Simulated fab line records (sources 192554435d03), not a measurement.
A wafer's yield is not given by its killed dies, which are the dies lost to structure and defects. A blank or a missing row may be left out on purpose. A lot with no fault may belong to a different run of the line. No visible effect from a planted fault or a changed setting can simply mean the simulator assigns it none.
Matching of chambers | flow n5-finfet | 4 sister chambers for N5_BEOL_M1_ETCH_77 on rie-diel-02
The step etches underlayer in N2/H2, target depth 6.5 nm, time 5.2 s. 8 wafers are shown with their chamber, then 8 later ones without.

== WAFERS, EACH WITH ITS CHAMBER ==
wafer  | chamber | drypump-motor-current-A (A) | showerhead-plenum-p-Torr (Torr)
L074.4 | 2       | 6.3                         | 2.60
L083.4 | 0       | 5.4                         | 2.58
L087.3 | 0       | 5.5                         | 2.58
L087.5 | 1       | 6.4                         | 2.53
L091.1 | 2       | 6.4                         | 2.59
L091.4 | 3       | 5.7                         | 2.54
L091.5 | 1       | 6.4                         | 2.53
L092.1 | 3       | 5.6                         | 2.54

== WAFERS WHOSE CHAMBER IS MISSING ==
wafer  | drypump-motor-current-A (A) | showerhead-plenum-p-Torr (Torr)
L092.2 | 6.4                         | 2.53
L092.3 | 6.3                         | 2.59
L093.3 | 5.7                         | 2.54
L093.5 | 5.7                         | 2.54
L093.6 | 6.3                         | 2.59
L095.2 | 5.7                         | 2.54
L095.4 | 5.5                         | 2.57
L095.6 | 6.4                         | 2.53

== WHICH CHAMBER EACH WENT THROUGH ==
wafer  | from the rows above | in truth
L092.2 | 1                   | 1
L092.3 | 2                   | 2
L093.3 | 3                   | 3
L093.5 | 3                   | 3
L093.6 | 2                   | 2
L095.2 | 3                   | 3
L095.4 | 0                   | 0
L095.6 | 1                   | 1
Correctly placed: 8 of 8. Number that these rows cannot place: 0. Wrongly placed: 0.
How it was worked out, from the rows above alone: a wafer's distance from a chamber is the root of the sum, over the readings, of the square of ((its reading less the chamber's mean) divided by the reading's scatter). If the next closest chamber is less than 2 further off than the closest, the wafer can't be placed; otherwise it belongs to the closest. The mean given for a chamber averages the wafers shown for that chamber. How the scatter is found: for the shown wafers, subtract from each reading the mean of its chamber, square and add these, divide the total by (wafers less chambers), then take the root.
